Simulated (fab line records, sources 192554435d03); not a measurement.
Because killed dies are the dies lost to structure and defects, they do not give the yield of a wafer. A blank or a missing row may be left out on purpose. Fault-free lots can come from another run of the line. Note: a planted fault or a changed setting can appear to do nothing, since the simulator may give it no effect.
Which tool did it? | flow n5_finfet | 11 lots (33 wafers sampled), 1 step of a 1938-step route

## WHAT EACH GAUGE READ, for each wafer
N5_BEOL_M7_CD_MEAS_11: the cd target is 38.5 nm.
lot  | measured     | on        | cd_nm (nm)
L681 | day 9 13:44  | cd_sem-02 | 38.2 37.6 38.5
L683 | day 10 13:04 | cd_sem-02 | 38.4 39.2 38.9
L685 | day 10 17:24 | cd_sem-03 | 38.5 38.2 38.4
L686 | day 11 05:58 | cd_sem-01 | 38.5 38.0 38.7
L688 | day 11 19:22 | cd_sem-03 | 39.0 38.9 39.0
L689 | day 11 22:49 | cd_sem-02 | 37.8 38.8 39.1
L691 | day 12 06:53 | cd_sem-01 | 38.9 39.0 39.2
L694 | day 12 15:44 | cd_sem-03 | 38.7 38.6 38.9
L698 | day 13 13:56 | cd_sem-01 | 38.6 38.2 38.5
L699 | day 14 07:20 | cd_sem-01 | 37.9 38.4 38.0
L702 | day 14 22:51 | cd_sem-02 | 37.9 38.5 38.6

## WHAT TOOL EACH LOT RAN ON (gives the tool, then ch and the chambers of the sampled wafers, and finally the start)
The record holds no process step before these readings.

## THE ANSWER, worked out from the rows above alone
Rule: what is usual is taken from the lots themselves. The widest of any qualifying gaps counts: lots, ordered by their means at a reading, are off when they make up no more than a third of the lots, leave a main group of 4 or more, and stand apart from it by 3 or more times the standard deviation of that group's means. If all means in a main group match to the digits the tables above print for the reading, that group is not used. Also off: a lot with no number at a reading for which 4 or more lots have one. All remaining lots with rows at the step are treated as sound.
Across all readings shown, no lot is off: no conclusion can be drawn from this.

## WHAT THE SIMULATOR PUT IN
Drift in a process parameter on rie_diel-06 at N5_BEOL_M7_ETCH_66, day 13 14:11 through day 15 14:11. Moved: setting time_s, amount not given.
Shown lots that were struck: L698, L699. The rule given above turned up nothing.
